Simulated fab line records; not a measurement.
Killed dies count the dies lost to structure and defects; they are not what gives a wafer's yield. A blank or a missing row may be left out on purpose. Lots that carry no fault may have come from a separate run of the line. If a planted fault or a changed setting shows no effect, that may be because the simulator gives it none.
Matching of chambers + flow nand harc + pecvd-01 running NHARC_P_M1_PRE_CLEAN_32: 3 sister chambers
The step time 12 s. 16 wafers are shown with their chamber, then 8 later ones without.

== WAFERS WITH THEIR CHAMBER ==
| wafer  | chamber | heater power w (W) |
|--------|---------|--------------------|
| L084.1 | 1       | 634                |
| L084.2 | 0       | 709                |
| L084.3 | 2       | 528                |
| L084.4 | 1       | 659                |
| L084.5 | 0       | 726                |
| L084.6 | 2       | 545                |
| L085.1 | 2       | 576                |
| L085.2 | 0       | 713                |
| L085.3 | 1       | 639                |
| L085.4 | 2       | 538                |
| L085.5 | 0       | 705                |
| L085.6 | 1       | 637                |
| L091.1 | 1       | 658                |
| L091.2 | 2       | 589                |
| L091.3 | 0       | 670                |
| L091.4 | 0       | 674                |

SIGNATURES, as means of the wafers listed above
| reading        | chamber 0 | chamber 1 | chamber 2 | scatter within a chamber |
|----------------|-----------|-----------|-----------|--------------------------|
| heater power w | 699.50    | 645.40    | 555.20    | 21.2                     |
Rule: distance of a wafer from a chamber = root of the sum over the readings of ((wafer's reading minus chamber's mean) / reading's scatter) squared. The wafer belongs to the nearest chamber; if the next one is less than 2 further off, it can't be placed. The scatter: take each reading less its chamber's mean, square it, sum over the shown wafers, divide by the number of wafers less the number of chambers, and take the root.

== WAFERS WHOSE CHAMBER IS MISSING ==
| wafer  | heater power w (W) |
|--------|--------------------|
| L091.5 | 601                |
| L091.6 | 659                |
| L093.1 | 704                |
| L093.2 | 697                |
| L093.3 | 493                |
| L093.4 | 504                |
| L093.5 | 689                |
| L093.6 | 687                |

== THE CHAMBER EACH PASSED THROUGH ==
| wafer  | from the rows above     | in truth                   |
|--------|-------------------------|----------------------------|
| L091.5 | can't be placed: 1 or 2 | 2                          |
| L091.6 | can't be placed: 1 or 0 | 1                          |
| L093.1 | 0                       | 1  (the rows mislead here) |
| L093.2 | 0                       | 0                          |
| L093.3 | 2                       | 2                          |
| L093.4 | 2                       | 2                          |
| L093.5 | can't be placed: 0 or 1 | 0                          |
| L093.6 | can't be placed: 0 or 1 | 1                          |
Correct placement for 3 of the 8. Not placeable from these rows: 4 (in 4, the candidates include the true chamber). Wrongly placed: 1.
